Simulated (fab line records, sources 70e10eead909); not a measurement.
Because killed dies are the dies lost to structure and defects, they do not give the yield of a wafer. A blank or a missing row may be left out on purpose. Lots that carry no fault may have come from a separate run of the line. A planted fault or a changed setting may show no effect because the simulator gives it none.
fab line records	flow nandHarc
[record] lots = 14	wafers = 42	lastDay = 33
route steps=1302 shown A_WL_FILL@959 A_CONTACT@985 END@1302
lots untouched by any fault: they come from a run of this same line in which no faults occurred
startH: start of the lot's first displayed wafer, in hours after the record's first day	waitH: how many hours have passed since the lot's step before this one	" identical to the entry in the row above	L1.1+2: several wafers, shown together as one row	- either no value or no given start	* or withheld: withheld	< > ~ a bound
route shown NAME@n: names a module that has steps shown in the file, with the first one's number in the route	usual: the fault-free wafers' mean and standard deviation	same: alike in all rows	chamber/n: place in a boat	sites: readings site by site	_std_site: how widely they spread, as a standard deviation	_edge_site: inner sites' mean taken away from outer sites' mean	radiusMm: how far each site lies from the wafer's centre	mask NAME#n: copy n	behind: tool/chamber where the wafer was last shaped	hold: the reason the lot was held/the length of the hold in hours/how it ended	device: the transistor (n, p or np) that didn't switch	end of line: tests run on the same wafers once the route is complete	where a step has no rows: the recipe by itself	killed: not the wafer's yield, but the dies lost to structure and defects at the first sort	map: shows each die of a wafer: x if killed, . if not, _ if none is there
set.NAME: the setting the step ran with; set.NAME@STEP: the setting that earlier step ran with	model.NAME: the simulator's own value behind a step, which no gauge read
steps of the route over a sample of lots; a table a step, a row a wafer
services: a tool's chamber out of use, with start hour (startH, from the record's first day; less than 0 if before it), hours out, and reason
[[steps]]
[step NHARC_A_WL_FILL_STRIP_27]
[recipe] powerW = 1500	tempC = 250	timeS = 20	chemistry = N2/H2
[usual] drypumpMotorCurrentA = 5.5/0.62	heaterPowerW = 335/13
lot.wafer	tool	chamber	startH	waitH	drypumpMotorCurrentA	heaterPowerW	rfHoursCounterH
L967.1	plasmaAsher-01	1	462.83	0.1	6.5	325	24
L967.3	"	1	"	"	6.5	321	-
L967.6	"	1	"	"	6.5	321	-
L968.2	plasmaAsher-02	1	486.50	0.1	5.2	334	10
L968.4	"	1	"	"	5.2	328	-
L968.3	"	0	"	"	5.5	346	-
L971.2	plasmaAsher-01	0	486.53	0.1	4.9	340	28
L971.3	"	1	"	"	6.5	320	-
L971.5	"	1	"	"	6.5	336	-
L972.2	plasmaAsher-01	0	506.68	0.1	4.9	340	32
L972.3	"	0	"	"	4.9	335	-
L972.5	"	1	"	"	6.5	320	-
L973.1	plasmaAsher-02	1	517.52	0.1	5.2	331	16
L973.2	"	0	"	"	5.5	356	16
L973.5	"	0	"	"	5.5	355	-
L975.1	plasmaAsher-01	0	540.32	0.1	4.9	346	2
L975.4	"	1	"	"	6.5	328	-
L975.6	"	1	"	"	6.5	323	-
L974.2	plasmaAsher-02	1	540.33	0.1	5.2	338	23
L974.1	"	0	"	"	5.4	349	23
L974.5	"	1	"	"	5.2	339	-
L977.1	plasmaAsher-01	1	573.11	0.1	6.5	313	8
L977.4	"	0	"	"	4.9	351	-
L977.5	"	0	"	"	4.9	342	-
L978.2	plasmaAsher-02	0	575.43	0.1	5.5	349	29
L978.6	"	0	"	"	5.5	349	-
L978.5	"	1	"	"	5.2	328	-
L984.1	plasmaAsher-02	1	644.86	0.1	5.2	330	5
L984.3	"	1	"	"	5.2	319	-
L984.4	"	0	"	"	5.5	342	-
L985.2	plasmaAsher-01	1	651.29	0.2	6.5	317	28
L985.4	"	0	"	"	4.9	354	-
L985.6	"	0	"	"	4.9	347	-
L988.1	plasmaAsher-01	1	663.09	0.1	6.5	319	30
L988.4	"	0	"	"	4.9	336	-
L988.5	"	1	"	"	6.5	320	-
L986.1	plasmaAsher-02	1	678.05	0.1	5.2	325	11
L986.5	"	1	"	"	5.2	318	-
L986.6	"	0	"	"	5.5	338	-
L989.1	plasmaAsher-01	1	678.10	0.1	6.5	319	33
L989.6	"	1	"	"	6.6	320	-
L989.5	"	0	"	"	4.9	350	-
[step NHARC_A_CONTACT_DEP_28]
[recipe] targetThkA = 70000	tempC = 400	material = aC
[usual] throttleValvePct = 35.000/0.0096
lot.wafer	tool	chamber	startH	waitH	throttleValvePct
L967.1	aclDep-02	0	480.82	1.4	34.988
L967.3	"	0	482.24	2.8	34.996
L967.6	"	0	484.39	4.9	35.001
L968.2	aclDep-02	0	503.89	0.8	35.005
L968.3	"	0	"	"	35.006
L968.4	"	0	"	"	35.001
L971.2	aclDep-01	0	504.51	1.0	34.998
L971.3	"	0	"	"	34.991
L971.5	"	0	506.61	3.1	35.000
L972.2	aclDep-02	0	525.24	1.6	34.982
L972.3	"	0	"	"	34.983
L972.5	"	0	527.35	3.7	35.023
L973.1	aclDep-01	0	534.77	0.1	34.992
L973.2	"	0	"	"	34.984
L973.5	"	0	537.57	2.9	35.006
L975.1	aclDep-02	0	560.93	3.6	35.011
L975.4	"	0	563.05	5.7	34.997
L975.6	"	0	564.46	7.1	34.994
L974.1	aclDep-03	0	561.33	3.8	35.012
L974.2	"	0	"	"	35.014
L974.5	"	0	564.17	6.7	35.002
L977.1	aclDep-02	0	590.38	0.1	34.988
L977.4	"	0	592.50	2.2	34.997
L977.5	"	0	"	"	34.997
L978.2	aclDep-03	0	591.19	0.8	34.999
L978.5	"	0	593.31	2.9	35.013
L978.6	"	0	"	"	35.013
L984.1	aclDep-01	0	660.35	1.1	35.002
L984.3	"	0	661.76	2.5	35.018
L984.4	"	0	"	"	34.985
L985.2	aclDep-02	0	673.96	5.7	34.999
L985.4	"	0	675.38	7.1	35.009
L985.6	"	0	676.79	8.5	35.017
L988.1	aclDep-02	0	681.19	1.1	35.006
L988.4	"	0	683.32	3.2	34.992
L988.5	"	0	"	"	35.002
L989.1	aclDep-01	0	696.76	1.5	35.011
L989.5	"	0	699.60	4.3	34.993
L989.6	"	0	"	"	35.017
L986.1	aclDep-03	0	697.08	1.8	34.991
L986.5	"	0	699.88	4.6	35.010
L986.6	"	0	"	"	35.008
[step NHARC_A_CONTACT_DEP_29]
[recipe] targetThkA = 1000	targetThkNm = 100	tempC = 400	pressureTorr = 3.5	flowSccm = 200	rfW = 350	material = SiON
[usual] heaterPowerW = 769/120
lot.wafer	tool	chamber	startH	waitH	heaterPowerW
L967.3	pecvd-01	2	485.15	2.2	886
L967.1	"	0	"	"	718
L967.6	"	1	"	"	971
L968.3	pecvd-01	2	507.46	2.2	910
L968.2	"	0	"	"	605
L968.4	"	2	"	"	908
L971.2	pecvd-01	2	508.03	2.8	853
L971.3	"	0	"	"	637
L971.5	"	2	"	"	885
L972.2	pecvd-02	1	528.78	2.8	621
L972.3	"	2	"	"	881
L972.5	"	1	"	"	628
L973.2	pecvd-02	2	538.99	2.8	843
L973.1	"	0	"	"	1015
L973.5	"	2	"	"	863
L975.1	pecvd-01	0	565.24	3.6	686
L975.4	"	2	"	"	932
L975.6	"	0	"	"	679
L974.2	pecvd-02	0	565.65	2.9	866
L974.1	"	1	"	"	583
L974.5	"	1	"	"	597
L977.1	pecvd-04	2	594.64	3.6	727
L977.5	"	2	"	"	719
L977.4	"	0	"	"	819
L978.2	pecvd-04	2	594.84	2.9	700
L978.5	"	1	"	"	592
L978.6	"	0	"	"	776
L984.3	pecvd-04	2	664.64	2.2	616
L984.1	"	0	"	"	807
L984.4	"	2	"	"	662
L985.2	pecvd-04	0	677.52	2.9	830
L985.6	"	0	"	"	831
L985.4	"	2	"	"	740
L988.1	pecvd-02	1	685.46	3.6	656
L988.5	"	1	"	"	655
L988.4	"	0	"	"	941
L989.1	pecvd-01	1	701.04	3.6	912
L989.6	"	2	"	"	783
L989.5	"	0	"	"	704
L986.1	pecvd-04	1	701.30	3.5	612
L986.6	"	1	"	"	618
L986.5	"	2	"	"	673
[step NHARC_A_CONTACT_SOFTBAKE_37]
[recipe] tempC = 105	timeS = 55
[usual] heaterPowerTotalW = 188.46/0.14
lot.wafer	tool	chamber	startH	waitH	heaterPowerTotalW
L967.1	lithoTrack-01	0	485	-	188.45
L967.3	"	0	"	"	188.47
L967.6	"	0	"	"	188.69
L968.2	lithoTrack-06	0	507	-	188.61
L968.3	"	0	"	"	188.60
L968.4	"	0	"	"	188.46
L971.2	lithoTrack-06	0	508	-	188.50
L971.3	"	0	"	"	188.43
L971.5	"	0	"	"	188.48
L972.2	lithoTrack-01	0	529	-	188.47
L972.3	"	0	"	"	188.44
L972.5	"	0	"	"	188.62
L973.1	lithoTrack-06	0	539	-	188.74
L973.2	"	0	"	"	188.35
L973.5	"	0	"	"	188.32
L975.1	lithoTrack-01	0	565	-	188.76
L975.4	"	0	"	"	188.34
L975.6	"	0	"	"	188.46
L974.1	lithoTrack-01	0	565	-	182.72
L974.2	"	0	"	"	183.09
L974.5	"	0	"	"	182.81
L977.1	lithoTrack-01	0	594	-	182.89
L977.4	"	0	"	"	182.76
L977.5	"	0	"	"	182.81
L978.2	lithoTrack-04	0	595	-	188.34
L978.5	"	0	"	"	188.33
L978.6	"	0	"	"	188.48
L984.1	lithoTrack-06	0	664	-	188.59
L984.3	"	0	"	"	188.42
L984.4	"	0	"	"	188.26
L985.2	lithoTrack-04	0	677	-	188.43
L985.4	"	0	"	"	188.32
L985.6	"	0	"	"	188.68
L988.1	lithoTrack-06	0	685	-	188.59
L988.4	"	0	"	"	188.45
L988.5	"	0	"	"	188.40
L989.1	lithoTrack-04	0	701	-	188.43
L989.5	"	0	"	"	188.35
L989.6	"	0	"	"	188.38
L986.1	lithoTrack-06	0	701	-	188.66
L986.5	"	0	"	"	188.30
L986.6	"	0	"	"	188.30
[step NHARC_END_SORT_01]
[recipe] tempC = 25
[usual] killedAtArray = 52/16	killedAtOther = 0.8/1.1	killedAtPeriphery = 4.2/2.5	killedDies = 57/16	killedOpen = 3.4/2	killedShort = 2.6/1.6
[same] grossDies = 677
lot.wafer	tool	chamber	startH	waitH	killedAtArray	killedAtOther	killedAtPeriphery	killedDies	killedOpen	killedShort
L967.1	prober-02	0	560.48	2.5	60	1	3	64	1	4
L967.3	prober-02	0	562.07	3.1	50	2	6	58	2	4
L967.6	prober-02	0	564.46	4.0	62	1	3	66	2	0
L968.2	prober-01	0	595.53	2.8	34	2	3	39	4	0
L968.3	prober-01	0	596.34	3.1	61	2	5	68	2	1
L968.4	prober-01	0	597.15	3.4	36	1	4	41	2	3
L971.2	prober-02	0	603.33	2.8	60	0	2	62	3	2
L971.3	prober-02	0	604.12	3.1	55	0	2	57	2	2
L971.5	prober-02	0	605.71	3.7	48	0	4	52	4	2
L972.2	prober-01	0	603.41	2.8	79	0	2	81	0	3
L972.3	prober-01	0	604.21	3.1	63	0	2	65	4	1
L972.5	prober-01	0	605.82	3.7	90	0	3	93	7	2
L973.1	prober-01	0	612.03	2.5	20	1	2	23	4	0
L973.2	prober-01	0	612.83	2.8	22	0	3	25	9	0
L973.5	prober-01	0	615.22	3.7	19	0	3	22	2	5
L974.1	prober-01	0	634.23	2.4	72	2	1	75	2	2
L974.2	prober-01	0	635.03	2.7	60	2	2	64	1	1
L974.5	prober-01	0	637.41	3.7	76	1	6	83	3	3
L975.1	prober-02	0	634.31	2.5	58	5	3	66	3	3
L975.4	prober-02	0	636.68	3.4	42	5	4	51	3	2
L975.6	prober-02	0	638.26	4.0	45	4	5	54	7	6
L977.1	prober-02	0	668.62	2.5	43	0	8	51	1	1
L977.4	prober-02	0	670.98	3.4	49	1	7	57	5	1
L977.5	prober-02	0	671.76	3.7	51	2	4	57	3	2
L978.2	prober-01	0	669.38	2.8	46	0	1	47	2	2
L978.5	prober-01	0	671.79	3.7	47	3	4	54	2	1
L978.6	prober-01	0	672.59	4.0	58	0	9	67	4	2
L984.1	prober-02	0	742.85	2.5	58	2	5	65	8	3
L984.3	prober-02	0	744.47	3.1	44	0	8	52	6	4
L984.4	prober-02	0	745.28	3.4	54	1	3	58	4	4
L985.2	prober-02	0	752.75	2.8	73	1	5	79	3	0
L985.4	prober-02	0	754.35	3.4	77	0	8	85	4	3
L985.6	prober-02	0	755.94	4.0	69	0	12	81	5	2
L988.1	prober-01	0	761.49	2.5	44	1	5	50	2	4
L988.4	prober-01	0	763.88	3.4	47	1	2	50	1	1
L988.5	prober-01	0	764.68	3.7	51	0	7	58	4	3
L989.1	prober-02	0	773.76	2.5	55	0	3	58	4	2
L989.5	prober-02	0	776.95	3.7	65	0	6	71	4	1
L989.6	prober-02	0	777.75	4.0	68	0	5	73	2	4
L986.1	prober-01	0	777.15	2.6	35	0	6	41	5	1
L986.5	prober-01	0	780.31	3.7	53	0	3	56	4	2
L986.6	prober-01	0	781.10	3.9	42	0	6	48	8	3
// killed by level:class
L967.1 A_SLIT:chamberFilmFlake=22 A_CHANNEL_HOLE_D2:chamberFilmFlake=21 A_STAIRCASE:chamberFilmFlake=5 A_WL_FILL:chamberFilmFlake=3 A_CONTACT:chamberFilmFlake=3 P_M2:chamberFilmFlake=2 P_M0:geometricParticle:open=1 A_CHANNEL_FILL_D1:geometricParticle:short=1
L967.3 A_CHANNEL_HOLE_D2:chamberFilmFlake=23 A_SLIT:chamberFilmFlake=13 P_M2:chamberFilmFlake=5 A_STAIRCASE:chamberFilmFlake=3 A_WL_FILL:chamberFilmFlake=3 A_CONTACT:chamberFilmFlake=3 A_ONON_D1:geometricParticle:short=2 THIN_TSV:chamberFilmFlake=2
L967.6 A_CHANNEL_HOLE_D2:chamberFilmFlake=33 A_SLIT:chamberFilmFlake=14 A_STAIRCASE:chamberFilmFlake=4 A_WL_FILL:chamberFilmFlake=4 A_ZERO_WELL:chamberFilmFlake=2 A_DECK1_JOINT:chamberFilmFlake=2 A_CONTACT:chamberFilmFlake=2 P_M0:geometricParticle:open=1
L968.2 A_CHANNEL_HOLE_D1:chamberFilmFlake=16 A_CHANNEL_HOLE_D2:chamberFilmFlake=12 P_GATE:chamberFilmFlake=2 THIN_TSV:chamberFilmFlake=2 P_M2:geometricParticle:open=1 A_CHANNEL_FILL_D1:geometricParticle:open=1 A_CONTACT:geometricParticle:open=1 A_BLC:geometricParticle:open=1
L968.3 A_CHANNEL_HOLE_D2:chamberFilmFlake=23 A_CHANNEL_HOLE_D1:chamberFilmFlake=21 P_GATE:chamberFilmFlake=4 A_BONDPAD:chamberFilmFlake=3 A_STAIRCASE:chamberFilmFlake=3 A_CHANNEL_FILL_D1:chamberFilmFlake=2 A_WL_FILL:chamberFilmFlake=2 A_CONTACT:chamberFilmFlake=2
L968.4 A_CHANNEL_HOLE_D2:chamberFilmFlake=14 A_CHANNEL_HOLE_D1:chamberFilmFlake=13 P_GATE:chamberFilmFlake=3 A_STAIRCASE:chamberFilmFlake=2 P_CONTACT:geometricParticle:open=1 A_ONON_D1:geometricParticle:short=1 A_CHANNEL_FILL_D1:geometricParticle:short=1 A_DECK1_JOINT:geometricParticle:short=1
L971.2 A_CHANNEL_HOLE_D1:chamberFilmFlake=24 A_SLIT:chamberFilmFlake=23 A_SGD_CUT:chamberFilmFlake=3 A_CHANNEL_HOLE_D2:chamberFilmFlake=2 A_CHANNEL_FILL_D2:chamberFilmFlake=2 A_CONTACT:chamberFilmFlake=2 P_STI:geometricParticle:short=1 P_CONTACT:geometricParticle:open=1
L972.2 A_CHANNEL_HOLE_D1:chamberFilmFlake=25 A_CHANNEL_HOLE_D2:chamberFilmFlake=25 A_SLIT:chamberFilmFlake=15 A_CONTACT:chamberFilmFlake=5 A_STAIRCASE:chamberFilmFlake=3 A_ZERO_WELL:chamberFilmFlake=2 A_M0:chamberFilmFlake=2 P_GATE:geometricParticle:short=1
L971.3 A_CHANNEL_HOLE_D1:chamberFilmFlake=24 A_SLIT:chamberFilmFlake=19 A_CHANNEL_HOLE_D2:chamberFilmFlake=4 A_SGD_CUT:chamberFilmFlake=3 A_CONTACT:chamberFilmFlake=2 P_M0:geometricParticle:open=1 A_CHANNEL_HOLE_D1:geometricParticle:open=1 A_CHANNEL_HOLE_D1:geometricParticle:short=1
L972.3 A_SLIT:chamberFilmFlake=22 A_CHANNEL_HOLE_D1:chamberFilmFlake=13 A_CHANNEL_HOLE_D2:chamberFilmFlake=11 A_CONTACT:chamberFilmFlake=6 A_STAIRCASE:chamberFilmFlake=3 A_CHANNEL_FILL_D2:chamberFilmFlake=2 A_M0:chamberFilmFlake=2 P_CONTACT:geometricParticle:open=1
L971.5 A_CHANNEL_HOLE_D1:chamberFilmFlake=17 A_SLIT:chamberFilmFlake=16 A_CONTACT:chamberFilmFlake=4 P_GATE:chamberFilmFlake=3 A_CHANNEL_HOLE_D2:chamberFilmFlake=3 P_GATE:geometricParticle:open=1 A_ONON_D1:geometricParticle:short=1 A_CHANNEL_FILL_D1:geometricParticle:short=1
L972.5 A_CHANNEL_HOLE_D2:chamberFilmFlake=31 A_CHANNEL_HOLE_D1:chamberFilmFlake=23 A_SLIT:chamberFilmFlake=16 A_CHANNEL_FILL_D1:chamberFilmFlake=4 A_ZERO_WELL:chamberFilmFlake=3 A_STAIRCASE:chamberFilmFlake=3 A_CONTACT:geometricParticle:open=2 A_CONTACT:chamberFilmFlake=2
L973.1 A_CHANNEL_HOLE_D2:chamberFilmFlake=11 A_CHANNEL_HOLE_D1:chamberFilmFlake=2 A_STAIRCASE:chamberFilmFlake=2 P_GATE:geometricParticle:open=1 A_CHANNEL_HOLE_D1:geometricParticle:open=1 A_CHANNEL_FILL_D1:geometricParticle:open=1 A_WL_FILL:geometricParticle:open=1 P_ZERO_WELL:chamberFilmFlake=1
L973.2 A_CHANNEL_HOLE_D2:chamberFilmFlake=5 A_CHANNEL_FILL_D2:chamberFilmFlake=4 A_CONTACT:chamberFilmFlake=3 A_CHANNEL_FILL_D1:geometricParticle:open=2 A_WL_FILL:geometricParticle:open=2 A_M1:geometricParticle:open=2 A_M1:chamberFilmFlake=2 P_STI:geometricParticle:open=1
L973.5 A_CHANNEL_HOLE_D2:chamberFilmFlake=7 A_CHANNEL_FILL_D1:geometricParticle:short=3 P_ZERO_WELL:chamberFilmFlake=2 A_CHANNEL_FILL_D2:chamberFilmFlake=2 A_STAIRCASE:chamberFilmFlake=2 P_CONTACT:geometricParticle:short=1 A_ONON_D1:geometricParticle:short=1 A_ONON_D1:geometricParticle:open=1
L974.1 A_CHANNEL_HOLE_D1:chamberFilmFlake=29 A_SLIT:chamberFilmFlake=25 A_CHANNEL_HOLE_D2:chamberFilmFlake=7 A_BONDPAD:chamberFilmFlake=4 A_STAIRCASE:chamberFilmFlake=3 THIN_TSV:chamberFilmFlake=2 A_CHANNEL_FILL_D1:geometricParticle:open=1 A_DECK1_JOINT:geometricParticle:short=1
L975.1 A_CHANNEL_HOLE_D1:chamberFilmFlake=32 A_CHANNEL_HOLE_D2:chamberFilmFlake=12 THIN_TSV:chamberFilmFlake=5 A_STAIRCASE:chamberFilmFlake=4 A_CHANNEL_FILL_D2:geometricParticle:short=3 A_CONTACT:chamberFilmFlake=3 A_DECK1_JOINT:geometricParticle:open=2 A_CHANNEL_FILL_D2:geometricParticle:open=1
L974.2 A_CHANNEL_HOLE_D1:chamberFilmFlake=25 A_SLIT:chamberFilmFlake=18 A_CHANNEL_HOLE_D2:chamberFilmFlake=8 A_STAIRCASE:chamberFilmFlake=3 A_WL_FILL:chamberFilmFlake=2 A_BONDPAD:chamberFilmFlake=2 THIN_TSV:chamberFilmFlake=2 P_M0:geometricParticle:open=1
L975.4 A_CHANNEL_HOLE_D1:chamberFilmFlake=18 A_CHANNEL_HOLE_D2:chamberFilmFlake=8 THIN_TSV:chamberFilmFlake=5 A_CONTACT:chamberFilmFlake=4 A_STAIRCASE:chamberFilmFlake=4 P_GATE:geometricParticle:open=2 P_STI:chamberFilmFlake=2 A_SLIT:chamberFilmFlake=2
L974.5 A_SLIT:chamberFilmFlake=31 A_CHANNEL_HOLE_D1:chamberFilmFlake=17 A_CHANNEL_HOLE_D2:chamberFilmFlake=10 A_BONDPAD:chamberFilmFlake=6 P_M2:chamberFilmFlake=4 A_STAIRCASE:chamberFilmFlake=4 A_CONTACT:chamberFilmFlake=2 P_CONTACT:geometricParticle:short=1
L975.6 A_CHANNEL_HOLE_D1:chamberFilmFlake=20 A_CHANNEL_HOLE_D2:chamberFilmFlake=8 A_STAIRCASE:chamberFilmFlake=4 THIN_TSV:chamberFilmFlake=4 A_CHANNEL_FILL_D1:chamberFilmFlake=3 A_CHANNEL_FILL_D2:geometricParticle:short=2 A_BLC:geometricParticle:open=2 P_STI:geometricParticle:short=1
L977.1 A_CHANNEL_HOLE_D1:chamberFilmFlake=20 A_CONTACT:chamberFilmFlake=8 P_BONDPAD:chamberFilmFlake=6 A_CHANNEL_HOLE_D2:chamberFilmFlake=5 A_CHANNEL_FILL_D2:chamberFilmFlake=3 A_SLIT:chamberFilmFlake=3 P_M2:geometricParticle:short=1 A_WL_FILL:geometricParticle:open=1
L978.2 A_SLIT:chamberFilmFlake=21 A_CHANNEL_HOLE_D2:chamberFilmFlake=11 A_CHANNEL_HOLE_D1:chamberFilmFlake=3 A_WL_FILL:chamberFilmFlake=3 A_WL_FILL:geometricParticle:short=2 A_STAIRCASE:chamberFilmFlake=2 A_BLC:geometricParticle:open=1 A_M0:geometricParticle:open=1
L977.4 A_CHANNEL_HOLE_D1:chamberFilmFlake=37 P_CONTACT:chamberFilmFlake=3 P_BONDPAD:chamberFilmFlake=2 A_CHANNEL_HOLE_D2:chamberFilmFlake=2 A_CHANNEL_FILL_D2:chamberFilmFlake=2 P_M0:geometricParticle:open=1 P_M1:geometricParticle:open=1 A_ONON_D1:geometricParticle:open=1
L977.5 A_CHANNEL_HOLE_D1:chamberFilmFlake=29 P_BONDPAD:chamberFilmFlake=4 A_STAIRCASE:chamberFilmFlake=4 A_CONTACT:chamberFilmFlake=4 A_CHANNEL_HOLE_D2:chamberFilmFlake=3 A_CHANNEL_FILL_D2:chamberFilmFlake=3 A_SLIT:chamberFilmFlake=3 THIN_TSV:chamberFilmFlake=2
L978.5 A_SLIT:chamberFilmFlake=23 A_CHANNEL_HOLE_D2:chamberFilmFlake=11 A_STAIRCASE:chamberFilmFlake=4 P_CONTACT:chamberFilmFlake=3 A_CHANNEL_HOLE_D1:chamberFilmFlake=3 THIN_TSV:chamberFilmFlake=3 A_CONTACT:chamberFilmFlake=2 A_WL_FILL:geometricParticle:open=1
L978.6 A_SLIT:chamberFilmFlake=33 A_CHANNEL_HOLE_D2:chamberFilmFlake=7 A_STAIRCASE:chamberFilmFlake=5 P_BONDPAD:chamberFilmFlake=3 A_WL_FILL:chamberFilmFlake=3 P_STI:chamberFilmFlake=2 A_CHANNEL_HOLE_D1:chamberFilmFlake=2 A_CONTACT:chamberFilmFlake=2
L984.1 A_CHANNEL_HOLE_D1:chamberFilmFlake=34 A_STAIRCASE:chamberFilmFlake=5 A_CONTACT:chamberFilmFlake=5 A_SLIT:chamberFilmFlake=4 P_ZERO_WELL:chamberFilmFlake=2 P_M2:chamberFilmFlake=2 P_M0:geometricParticle:open=1 A_ONON_D1:geometricParticle:open=1
L984.3 A_CHANNEL_HOLE_D1:chamberFilmFlake=17 A_STAIRCASE:chamberFilmFlake=12 A_CONTACT:chamberFilmFlake=5 A_SLIT:chamberFilmFlake=3 A_ONON_D1:geometricParticle:short=2 P_ZERO_WELL:chamberFilmFlake=2 P_M2:chamberFilmFlake=2 P_CONTACT:geometricParticle:open=1
L984.4 A_CHANNEL_HOLE_D1:chamberFilmFlake=26 A_STAIRCASE:chamberFilmFlake=11 A_SLIT:chamberFilmFlake=6 P_M2:chamberFilmFlake=3 A_CONTACT:chamberFilmFlake=2 A_CHANNEL_HOLE_D1:geometricParticle:short=1 A_DECK1_JOINT:geometricParticle:short=1 A_ONON_D2:geometricParticle:open=1
L985.2 A_CHANNEL_HOLE_D1:chamberFilmFlake=36 A_CHANNEL_HOLE_D2:chamberFilmFlake=24 A_SLIT:chamberFilmFlake=5 A_CONTACT:chamberFilmFlake=4 P_M1:chamberFilmFlake=2 A_ONON_D1:geometricParticle:open=1 A_CHANNEL_FILL_D1:geometricParticle:open=1 A_DECK1_JOINT:geometricParticle:open=1
L985.4 A_CHANNEL_HOLE_D1:chamberFilmFlake=33 A_CHANNEL_HOLE_D2:chamberFilmFlake=21 A_SLIT:chamberFilmFlake=8 P_M1:chamberFilmFlake=6 A_WL_FILL:chamberFilmFlake=3 A_CONTACT:chamberFilmFlake=3 A_CHANNEL_HOLE_D2:geometricParticle:open=2 A_ZERO_WELL:chamberFilmFlake=2
L985.6 A_CHANNEL_HOLE_D1:chamberFilmFlake=38 A_CHANNEL_HOLE_D2:chamberFilmFlake=21 P_GATE:chamberFilmFlake=4 P_M1:chamberFilmFlake=4 A_CONTACT:chamberFilmFlake=2 P_GATE:geometricParticle:open=1 P_M0:geometricParticle:open=1 P_M1:geometricParticle:open=1
L988.1 A_CHANNEL_HOLE_D2:chamberFilmFlake=17 A_SLIT:chamberFilmFlake=9 A_CHANNEL_HOLE_D1:chamberFilmFlake=6 A_CONTACT:chamberFilmFlake=4 P_GATE:chamberFilmFlake=3 A_ONON_D2:geometricParticle:short=2 A_WL_FILL:chamberFilmFlake=2 P_M1:geometricParticle:open=1
L988.4 A_CHANNEL_HOLE_D2:chamberFilmFlake=22 A_CHANNEL_HOLE_D1:chamberFilmFlake=10 A_SLIT:chamberFilmFlake=6 A_STAIRCASE:chamberFilmFlake=3 A_CHANNEL_FILL_D2:chamberFilmFlake=2 A_WL_FILL:chamberFilmFlake=2 STARTING-WAFER:geometricParticle:open=1 A_CHANNEL_FILL_D2:geometricParticle:short=1
L988.5 A_CHANNEL_HOLE_D1:chamberFilmFlake=17 A_CHANNEL_HOLE_D2:chamberFilmFlake=17 A_SLIT:chamberFilmFlake=7 P_GATE:chamberFilmFlake=3 A_STAIRCASE:chamberFilmFlake=3 A_CONTACT:chamberFilmFlake=3 P_CONTACT:geometricParticle:open=1 P_M0:geometricParticle:open=1
L989.1 A_SLIT:chamberFilmFlake=33 A_CONTACT:chamberFilmFlake=7 A_CHANNEL_HOLE_D1:chamberFilmFlake=6 P_STI:chamberFilmFlake=2 A_M0:chamberFilmFlake=2 P_GATE:geometricParticle:short=1 A_CHANNEL_FILL_D1:geometricParticle:open=1 A_ONON_D2:geometricParticle:open=1
L989.5 A_SLIT:chamberFilmFlake=27 A_CONTACT:chamberFilmFlake=16 A_CHANNEL_HOLE_D1:chamberFilmFlake=13 P_STI:chamberFilmFlake=4 A_CHANNEL_FILL_D1:chamberFilmFlake=3 P_GATE:geometricParticle:open=1 A_ONON_D1:geometricParticle:open=1 A_CHANNEL_HOLE_D1:geometricParticle:open=1
L986.1 A_CHANNEL_HOLE_D2:chamberFilmFlake=18 A_SLIT:chamberFilmFlake=4 A_CONTACT:chamberFilmFlake=3 P_M0:geometricParticle:open=2 P_GATE:chamberFilmFlake=2 A_CHANNEL_HOLE_D1:unspecified=2 A_CHANNEL_HOLE_D1:chamberFilmFlake=2 P_M2:geometricParticle:open=1
L989.6 A_SLIT:chamberFilmFlake=32 A_CONTACT:chamberFilmFlake=16 A_CHANNEL_HOLE_D1:chamberFilmFlake=10 P_STI:chamberFilmFlake=3 A_CHANNEL_HOLE_D1:geometricParticle:open=1 A_ONON_D2:geometricParticle:short=1 A_CHANNEL_FILL_D2:geometricParticle:short=1 A_WL_FILL:geometricParticle:short=1
L986.5 A_CHANNEL_HOLE_D2:chamberFilmFlake=30 A_SLIT:chamberFilmFlake=8 A_CHANNEL_HOLE_D1:unspecified=5 P_GATE:chamberFilmFlake=2 A_M0:chamberFilmFlake=2 A_CHANNEL_FILL_D1:geometricParticle:open=1 A_CHANNEL_FILL_D1:geometricParticle:short=1 A_CHANNEL_FILL_D2:geometricParticle:short=1
L986.6 A_CHANNEL_HOLE_D2:chamberFilmFlake=25 P_GATE:chamberFilmFlake=3 A_CHANNEL_HOLE_D1:unspecified=3 A_SLIT:chamberFilmFlake=3 A_CHANNEL_FILL_D1:geometricParticle:short=2 A_STAIRCASE:chamberFilmFlake=2 P_STI:geometricParticle:open=1 P_CONTACT:geometricParticle:open=1
[[services]]
tool	chamber	startH	hours	kind
pecvd-01	-	447.24	2.4	repair
pecvd-04	-	450.18	13.0	pm
plasmaAsher-02	-	454.34	0.9	repair
aclDep-03	-	480.83	13.0	pm
pecvd-01	-	492.61	13.0	pm
lithoTrack-01	-	505.00	7.0	pm
plasmaAsher-01	-	519.40	9.0	pm
pecvd-01	-	520.98	1.6	repair
lithoTrack-06	-	529.00	7.0	pm
aclDep-01	-	550.97	13.0	pm
lithoTrack-04	-	553.00	7.0	pm
pecvd-04	-	562.43	0.3	repair
pecvd-02	1	572.01	5.2	repair
pecvd-01	-	572.27	0.9	repair
pecvd-02	-	589.35	13.0	pm
plasmaAsher-02	-	603.49	9.0	pm
aclDep-02	-	609.43	13.0	pm
plasmaAsher-02	-	613.20	4.1	repair
pecvd-04	-	631.23	13.0	pm
pecvd-01	-	673.61	13.0	pm
lithoTrack-01	-	680.00	7.0	pm
pecvd-04	2	681.25	3.3	repair
plasmaAsher-01	-	684.99	7.3	repair
plasmaAsher-01	-	696.40	9.0	pm
[[key]]
[firstSign] step = NHARC_A_CONTACT_SOFTBAKE_37	reading = heaterPowerTotalW	direction = down	sigmas = 41	usual = *	struck = *
effect none on later readings
metAt NHARC_A_CONTACT_SOFTBAKE_37
struckLots L974,L977
testerLeftOut L974,L977
notActingAt NHARC_A_WL_FILL_STRIP_27,NHARC_A_CONTACT_DEP_28,NHARC_A_CONTACT_DEP_29
[fault] kind = processParameterDrift	tool = lithoTrack-01	chamber = -	onsetH = 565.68	steps = NHARC_A_CONTACT_SOFTBAKE_37	channel = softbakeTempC	offset = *	shape = step	endH = 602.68	actsIn = *	stated = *
// testerLeftOut: of these lots the tester's yield and bins aren't shown, on N5 and GAA mostly nor the transistor test; their killed dies are dies lost to structure and defects alone, not to doping, threshold or leakage, so they don't give the yield
